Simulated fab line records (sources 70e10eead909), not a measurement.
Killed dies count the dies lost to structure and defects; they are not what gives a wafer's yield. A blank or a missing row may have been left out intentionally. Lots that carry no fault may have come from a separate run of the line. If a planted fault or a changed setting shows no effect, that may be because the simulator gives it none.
Chamber matching || flow nandHarc || 4 sister chambers for NHARC_A_CHANNEL_FILL_D1_CMP_10 on cmp-02
The step polishes, target thk 150 nm. 4 wafers are shown with their chamber, then 7 later ones without.

## WAFERS, EACH WITH ITS CHAMBER
{"wafer": "L089.4", "chamber": 1, "motorCurrentA (A)": 12.6}
{"wafer": "L089.6", "chamber": 3, "motorCurrentA (A)": 11.1}
{"wafer": "L091.2", "chamber": 0, "motorCurrentA (A)": 8.9}
{"wafer": "L091.3", "chamber": 2, "motorCurrentA (A)": 11.9}

## WAFERS MISSING THEIR CHAMBER
{"wafer": "L091.5", "motorCurrentA (A)": 9.2}
{"wafer": "L095.3", "motorCurrentA (A)": 9.4}
{"wafer": "L095.5", "motorCurrentA (A)": 12.8}
{"wafer": "L095.6", "motorCurrentA (A)": 12.1}
{"wafer": "L097.2", "motorCurrentA (A)": 11.5}
{"wafer": "L097.3", "motorCurrentA (A)": 12.3}
{"wafer": "L097.5", "motorCurrentA (A)": 12.0}

## THE CHAMBER EACH PASSED THROUGH
{"wafer": "L091.5", "from the rows above": 0, "in truth": 0}
{"wafer": "L095.3", "from the rows above": 0, "in truth": 0}
{"wafer": "L095.5", "from the rows above": 1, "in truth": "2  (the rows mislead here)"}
{"wafer": "L095.6", "from the rows above": "can't be placed: 2 or 1", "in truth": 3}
{"wafer": "L097.2", "from the rows above": "can't be placed: 2 or 3", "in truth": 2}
{"wafer": "L097.3", "from the rows above": "can't be placed: 1 or 2", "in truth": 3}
{"wafer": "L097.5", "from the rows above": "can't be placed: 2 or 1", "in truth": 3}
Correct placement for 2 of the 7. Unplaceable from these rows: 4, with the true chamber sitting among the candidates in 1. Number placed wrongly: 1.
How it was worked out, from the rows above alone: a wafer's distance from a chamber is the root of the sum, over the readings, of the square of ((its reading less the chamber's mean) divided by the reading's scatter). The wafer belongs to the nearest chamber; if the next one is less than 2 further off, it can't be placed. Each chamber's mean is taken over the wafers shown for it. The scatter: root of mean squared gap, hidden wafer to nearest shown wafer, with one shown wafer a chamber.
